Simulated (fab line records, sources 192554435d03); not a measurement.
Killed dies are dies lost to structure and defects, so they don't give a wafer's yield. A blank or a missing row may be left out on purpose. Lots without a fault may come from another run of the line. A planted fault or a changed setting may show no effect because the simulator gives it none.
Which tool did it? | flow n5_finfet | 24 lots, 72 wafers sampled, at 5 steps of a route of 1938

WHAT THE GAUGES READ, wafer by wafer
N5_BEOL_M4_INSPECT_30: inspects for defects (brightfield).
lot  | measured     | on                | raw_defect_count
L074 | day 7 07:29  | defect_inspect-01 | 268 363 277
L075 | day 7 12:49  | defect_inspect-01 | 513 461 354
L077 | day 8 06:30  | defect_inspect-02 | 502 456 614
L076 | day 8 10:35  | defect_inspect-02 | 307 352 355
L079 | day 8 15:47  | defect_inspect-02 | 344 487 376
L078 | day 8 23:58  | defect_inspect-02 | 295 352 363
L080 | day 9 09:18  | defect_inspect-02 | 318 385 363
L081 | day 9 14:02  | defect_inspect-01 | 334 258 254
L083 | day 9 14:05  | defect_inspect-02 | 600 511 408
L082 | day 9 18:03  | defect_inspect-02 | 418 389 429
L084 | day 10 03:08 | defect_inspect-01 | 346 398 354
L085 | day 10 10:55 | defect_inspect-01 | 409 332 387
L086 | day 10 23:24 | defect_inspect-01 | 283 377 349
L087 | day 11 07:52 | defect_inspect-01 | 347 370 354
L088 | day 11 10:49 | defect_inspect-02 | 425 426 376
L089 | day 11 12:09 | defect_inspect-02 | 463 402 374
L090 | day 11 21:44 | defect_inspect-02 | 667 500 519
L091 | day 12 01:05 | defect_inspect-01 | 502 402 351
L092 | day 12 01:43 | defect_inspect-02 | 359 442 437
L094 | day 12 17:41 | defect_inspect-01 | 276 393 532
L093 | day 12 19:29 | defect_inspect-02 | 351 380 456
L095 | day 13 05:16 | defect_inspect-02 | 351 400 451
L096 | day 13 13:10 | defect_inspect-02 | 407 362 383
L097 | day 14 11:55 | defect_inspect-02 | 323 359 307

N5_BEOL_M4_RS_MEAS_58: measures by four-point-probe.
lot  | measured     | on            | M4_RS (ohm/sq)
L074 | day 7 13:56  | film_metro-02 | 0.67 0.76 0.67
L075 | day 7 20:48  | film_metro-02 | 0.68 0.71 0.74
L077 | day 8 13:00  | film_metro-01 | 0.72 0.62 0.66
L076 | day 8 16:59  | film_metro-02 | 0.70 0.66 0.68
L079 | day 8 23:02  | film_metro-02 | 0.71 0.70 0.63
L078 | day 9 05:13  | film_metro-01 | 0.66 0.68 0.67
L080 | day 9 20:25  | film_metro-01 | 0.73 0.74 0.69
L081 | day 9 23:42  | film_metro-02 | 0.74 0.78 0.71
L083 | day 9 23:58  | film_metro-02 | 0.68 0.67 0.66
L082 | day 10 01:36 | film_metro-01 | 0.65 0.68 0.68
L084 | day 10 15:47 | film_metro-02 | 0.64 0.69 0.69
L085 | day 10 21:34 | film_metro-01 | 0.64 0.65 0.62
L086 | day 11 05:33 | film_metro-02 | 0.66 0.64 0.59
L087 | day 11 13:45 | film_metro-01 | 0.69 0.66 0.68
L088 | day 11 19:09 | film_metro-01 | 0.65 0.74 0.71
L089 | day 11 21:14 | film_metro-01 | 0.64 0.67 0.68
L090 | day 12 13:50 | film_metro-02 | 0.72 0.67 0.72
L091 | day 12 19:19 | film_metro-02 | 0.75 0.69 0.78
L092 | day 12 20:37 | film_metro-01 | 0.64 0.67 0.74
L094 | day 13 00:01 | film_metro-01 | 0.66 0.74 0.68
L093 | day 13 04:17 | film_metro-02 | 0.69 0.68 0.72
L095 | day 13 11:34 | film_metro-02 | 0.61 0.71 0.73
L096 | day 14 03:55 | film_metro-02 | 0.64 0.69 0.61
L097 | day 14 17:53 | film_metro-02 | 0.60 0.63 0.64

N5_BEOL_M4_RC_MEAS_101.
lot  | measured     | on        | DIBL_N (mV/V)  | DIBL_P (mV/V)  | IOFF_N (nA/um) | IOFF_P (nA/um) | ION_N (uA/um) | ION_P (uA/um) | SS_N (mV/dec)  | SS_P (mV/dec)  | VT_N (mV)   | VT_P (mV)
L074 | day 7 13:59  | prober-01 | 36.8 37.8 33.9 | 38.7 39.0 34.3 | 0.19 0.23 0.14 | 0.25 0.27 0.17 | 670 679 664   | 461 460 451   | 72.3 72.1 71.3 | 75.0 74.4 72.5 | 249 246 251 | -249 -247 -252
L075 | day 7 20:51  | prober-02 | 38.1 38.6 36.7 | 39.5 39.0 37.9 | 0.21 0.22 0.19 | 0.28 0.29 0.28 | 690 698 696   | 475 479 477   | 71.5 71.9 71.7 | 73.1 73.1 72.5 | 244 243 241 | -245 -244 -243
L077 | day 8 13:32  | prober-01 | 35.6 35.5 37.0 | 35.8 36.7 36.9 | 0.15 0.14 0.16 | 0.19 0.21 0.22 | 685 666 669   | 467 463 458   | 72.0 71.5 71.8 | 73.5 73.2 73.8 | 249 252 249 | -253 -252 -249
L076 | day 8 17:21  | prober-02 | 35.1 37.9 36.0 | 34.3 36.8 33.6 | 0.15 0.19 0.14 | 0.19 0.22 0.18 | 694 690 650   | 475 465 447   | 71.3 72.0 72.1 | 72.7 73.8 73.1 | 249 244 253 | -252 -249 -252
L079 | day 8 23:06  | prober-02 | 38.9 35.4 33.9 | 39.8 36.1 34.6 | 0.23 0.16 0.13 | 0.29 0.22 0.20 | 704 665 682   | 477 459 477   | 73.0 72.0 71.7 | 74.0 73.6 72.8 | 242 245 250 | -244 -246 -250
L078 | day 9 05:26  | prober-02 | 36.7 37.8 39.9 | 36.8 38.5 39.8 | 0.16 0.19 0.22 | 0.21 0.25 0.29 | 680 689 668   | 463 465 458   | 71.6 72.7 73.3 | 72.6 73.0 74.1 | 250 248 246 | -251 -250 -246
L080 | day 9 20:37  | prober-02 | 36.2 39.3 35.6 | 37.4 40.2 36.6 | 0.16 0.25 0.16 | 0.22 0.25 0.21 | 689 679 695   | 470 455 473   | 71.4 72.5 72.0 | 73.9 74.0 73.1 | 247 244 249 | -248 -247 -249
L081 | day 9 23:55  | prober-02 | 38.6 36.3 38.6 | 38.7 36.8 39.7 | 0.20 0.16 0.21 | 0.21 0.19 0.24 | 692 667 699   | 458 448 467   | 72.2 72.1 72.4 | 74.4 73.4 74.1 | 246 246 245 | -255 -254 -252
L083 | day 10 00:01 | prober-01 | 39.8 40.0 35.1 | 40.5 40.1 36.0 | 0.25 0.23 0.15 | 0.28 0.26 0.21 | 692 670 684   | 464 451 467   | 72.8 72.4 70.8 | 74.2 74.1 72.1 | 242 248 247 | -244 -248 -249
L082 | day 10 01:39 | prober-01 | 40.9 33.8 36.3 | 43.1 33.3 36.8 | 0.31 0.12 0.18 | 0.38 0.18 0.25 | 709 663 711   | 491 464 492   | 72.6 71.0 71.1 | 75.3 72.5 73.5 | 238 254 247 | -241 -251 -245
L084 | day 10 15:50 | prober-01 | 37.0 42.1 38.8 | 37.4 43.0 39.4 | 0.17 0.29 0.19 | 0.23 0.36 0.26 | 688 691 669   | 469 468 458   | 71.7 72.6 71.3 | 73.8 74.5 73.7 | 249 244 249 | -246 -241 -245
L085 | day 10 21:37 | prober-01 | 39.5 35.7 39.3 | 38.9 35.8 38.4 | 0.24 0.16 0.24 | 0.29 0.22 0.27 | 695 697 678   | 475 478 461   | 72.4 71.2 72.7 | 74.2 72.9 73.1 | 243 247 244 | -245 -246 -245
L086 | day 11 05:55 | prober-01 | 41.3 40.2 39.6 | 43.0 42.4 40.5 | 0.24 0.24 0.23 | 0.33 0.32 0.28 | 676 695 713   | 463 479 481   | 72.7 72.9 72.3 | 74.0 74.7 74.7 | 245 245 245 | -246 -247 -246
L087 | day 11 14:48 | prober-02 | 34.6 38.8 39.8 | 33.4 39.6 42.2 | 0.14 0.23 0.24 | 0.15 0.23 0.29 | 664 696 681   | 440 459 457   | 71.1 72.3 71.7 | 73.0 74.1 74.8 | 254 244 244 | -256 -251 -248
L088 | day 11 19:31 | prober-02 | 38.9 41.0 38.5 | 38.7 41.4 37.7 | 0.21 0.25 0.21 | 0.27 0.33 0.26 | 671 671 693   | 464 463 470   | 72.6 73.6 73.0 | 74.2 75.0 73.8 | 245 244 244 | -245 -241 -244
L089 | day 11 21:27 | prober-01 | 38.8 40.4 39.0 | 38.7 40.0 38.3 | 0.21 0.24 0.19 | 0.27 0.29 0.26 | 692 675 662   | 475 460 456   | 72.8 72.8 73.4 | 74.2 74.3 74.4 | 244 248 250 | -249 -247 -251
L090 | day 12 13:53 | prober-02 | 36.5 35.8 36.6 | 36.2 36.9 37.4 | 0.16 0.16 0.18 | 0.21 0.22 0.25 | 671 687 693   | 456 474 472   | 71.4 71.8 72.0 | 73.0 73.5 73.6 | 248 250 246 | -249 -250 -247
L091 | day 12 19:22 | prober-01 | 40.4 37.5 40.2 | 43.3 37.7 42.0 | 0.25 0.17 0.26 | 0.38 0.23 0.35 | 675 663 710   | 465 453 484   | 72.9 72.1 71.9 | 75.2 72.9 74.2 | 243 252 241 | -243 -249 -239
L092 | day 12 20:40 | prober-02 | 35.6 39.4 41.2 | 35.6 38.5 40.6 | 0.14 0.20 0.23 | 0.19 0.23 0.26 | 664 665 698   | 455 451 469   | 70.8 71.8 72.2 | 72.3 73.0 73.4 | 251 249 246 | -248 -250 -249
L094 | day 13 00:13 | prober-02 | 37.6 36.0 36.1 | 37.5 35.7 36.6 | 0.20 0.18 0.19 | 0.27 0.25 0.28 | 715 696 697   | 493 476 485   | 71.5 71.3 71.0 | 73.7 74.2 74.0 | 246 245 247 | -244 -246 -242
L093 | day 13 04:29 | prober-01 | 35.8 36.1 38.4 | 34.2 33.9 36.6 | 0.13 0.14 0.16 | 0.18 0.19 0.22 | 677 681 673   | 471 471 465   | 70.6 70.8 71.3 | 72.6 72.5 73.1 | 252 251 252 | -251 -250 -249
L095 | day 13 11:37 | prober-02 | 31.5 34.3 34.5 | 31.3 34.7 35.4 | 0.10 0.14 0.14 | 0.15 0.19 0.20 | 654 665 667   | 459 465 463   | 70.0 71.4 71.7 | 71.4 72.7 72.8 | 254 250 250 | -254 -248 -251
L096 | day 14 03:58 | prober-01 | 36.1 35.7 35.1 | 36.7 36.4 36.8 | 0.15 0.15 0.14 | 0.20 0.21 0.21 | 659 656 673   | 448 452 461   | 71.9 71.4 72.2 | 72.8 73.3 73.0 | 251 248 250 | -252 -249 -252
L097 | day 14 18:05 | prober-02 | 32.9 37.6 31.9 | 33.6 38.6 32.6 | 0.11 0.20 0.10 | 0.19 0.29 0.18 | 677 699 665   | 477 483 468   | 70.8 72.1 71.5 | 72.6 74.1 72.6 | 253 245 257 | -247 -245 -248

WHICH TOOL RAN EACH LOT (tool, then ch and the chambers of the sampled wafers, then the start)
lot  | N5_BEOL_M4_ANNEAL_93         | N5_BEOL_M4_SPUTTER_96
L074 | pvd_sputter-03, day 7 12:32  | pvd_sputter-03, day 7 12:53
L075 | pvd_sputter-03, day 7 19:13  | pvd_sputter-03, day 7 19:34
L077 | pvd_sputter-02, day 8 11:34  | pvd_sputter-02, day 8 11:55
L076 | pvd_sputter-02, day 8 15:34  | pvd_sputter-02, day 8 15:56
L079 | pvd_sputter-01, day 8 21:13  | pvd_sputter-01, day 8 21:34
L078 | pvd_sputter-01, day 9 03:49  | pvd_sputter-01, day 9 04:10
L080 | pvd_sputter-02, day 9 18:52  | pvd_sputter-02, day 9 19:14
L081 | pvd_sputter-02, day 9 22:16  | pvd_sputter-02, day 9 22:37
L083 | pvd_sputter-01, day 9 22:34  | pvd_sputter-01, day 9 22:55
L082 | pvd_sputter-02, day 10 00:06 | pvd_sputter-02, day 10 00:28
L084 | pvd_sputter-02, day 10 14:23 | pvd_sputter-02, day 10 14:44
L085 | pvd_sputter-02, day 10 19:58 | pvd_sputter-02, day 10 20:20
L086 | pvd_sputter-01, day 11 04:09 | pvd_sputter-01, day 11 04:31
L087 | pvd_sputter-01, day 11 12:20 | pvd_sputter-01, day 11 12:42
L088 | pvd_sputter-02, day 11 17:44 | pvd_sputter-02, day 11 18:06
L089 | pvd_sputter-01, day 11 19:50 | pvd_sputter-01, day 11 20:11
L090 | pvd_sputter-02, day 12 12:26 | pvd_sputter-02, day 12 12:47
L091 | pvd_sputter-01, day 12 17:55 | pvd_sputter-01, day 12 18:16
L092 | pvd_sputter-02, day 12 19:13 | pvd_sputter-02, day 12 19:34
L094 | pvd_sputter-01, day 12 22:20 | pvd_sputter-01, day 12 22:42
L093 | pvd_sputter-01, day 13 02:52 | pvd_sputter-01, day 13 03:13
L095 | pvd_sputter-03, day 13 10:10 | pvd_sputter-03, day 13 10:31
L096 | pvd_sputter-01, day 14 02:30 | pvd_sputter-01, day 14 02:52
L097 | pvd_sputter-01, day 14 16:22 | pvd_sputter-01, day 14 16:44
- N5_BEOL_M4_ANNEAL_93: time 240 s.
- N5_BEOL_M4_SPUTTER_96: material Cu, target thk 4.5 nm, time 8.29 s.

WHAT THE TOOLS THEMSELVES READ (means of the sampled wafers that have a number; where no wafer has one, the mark that the record gives instead)
N5_BEOL_M4_ANNEAL_93.
lot  | tool           | heater_power_w (W)
L074 | pvd_sputter-03 | 713
L075 | pvd_sputter-03 | 787
L077 | pvd_sputter-02 | 832
L076 | pvd_sputter-02 | 864
L079 | pvd_sputter-01 | 806
L078 | pvd_sputter-01 | 786
L080 | pvd_sputter-02 | 817
L081 | pvd_sputter-02 | 810
L083 | pvd_sputter-01 | 798
L082 | pvd_sputter-02 | 847
L084 | pvd_sputter-02 | 849
L085 | pvd_sputter-02 | 834
L086 | pvd_sputter-01 | 825
L087 | pvd_sputter-01 | 801
L088 | pvd_sputter-02 | 816
L089 | pvd_sputter-01 | 832
L090 | pvd_sputter-02 | 817
L091 | pvd_sputter-01 | 800
L092 | pvd_sputter-02 | 827
L094 | pvd_sputter-01 | 785
L093 | pvd_sputter-01 | 804
L095 | pvd_sputter-03 | 772
L096 | pvd_sputter-01 | 782
L097 | pvd_sputter-01 | 849

N5_BEOL_M4_SPUTTER_96.
lot  | tool           | throttle_valve_pct (%)
L074 | pvd_sputter-03 | 30.0
L075 | pvd_sputter-03 | 29.6
L077 | pvd_sputter-02 | 29.3
L076 | pvd_sputter-02 | 29.7
L079 | pvd_sputter-01 | 29.5
L078 | pvd_sputter-01 | 29.3
L080 | pvd_sputter-02 | 29.6
L081 | pvd_sputter-02 | 29.6
L083 | pvd_sputter-01 | 29.4
L082 | pvd_sputter-02 | 29.8
L084 | pvd_sputter-02 | 29.1
L085 | pvd_sputter-02 | 29.5
L086 | pvd_sputter-01 | 30.6
L087 | pvd_sputter-01 | 30.1
L088 | pvd_sputter-02 | 30.2
L089 | pvd_sputter-01 | 29.5
L090 | pvd_sputter-02 | 29.4
L091 | pvd_sputter-01 | 30.3
L092 | pvd_sputter-02 | 29.4
L094 | pvd_sputter-01 | 29.6
L093 | pvd_sputter-01 | 30.3
L095 | pvd_sputter-03 | 29.9
L096 | pvd_sputter-01 | 29.7
L097 | pvd_sputter-01 | 29.8

THE ANSWER, worked out from the rows above alone
Rule: what is usual is taken from the lots themselves. Put in order of their means at a reading, lots are off if they are a third of the lots or fewer, leave a main group of 4 or more, and stand apart from it by a gap of 3 or more times the standard deviation of the main group's means; of several such gaps the widest counts. A main group whose means are all the same, to the digits that the tables above print for the reading, isn't used. A lot without any number at a reading at which 4 lots or more have one is off too. The other lots that the step has rows for count as sound. The gauges are gone through in route order, then the tools' own readings, and for those a lot's mean is taken as printed above. The first step at which some lot is off is used, and at that step the reading that is off furthest; a lot without a number counts as furthest.
No lot is off at any reading shown: from this, nothing can be told.

WHAT THE SIMULATOR HAD PUT IN
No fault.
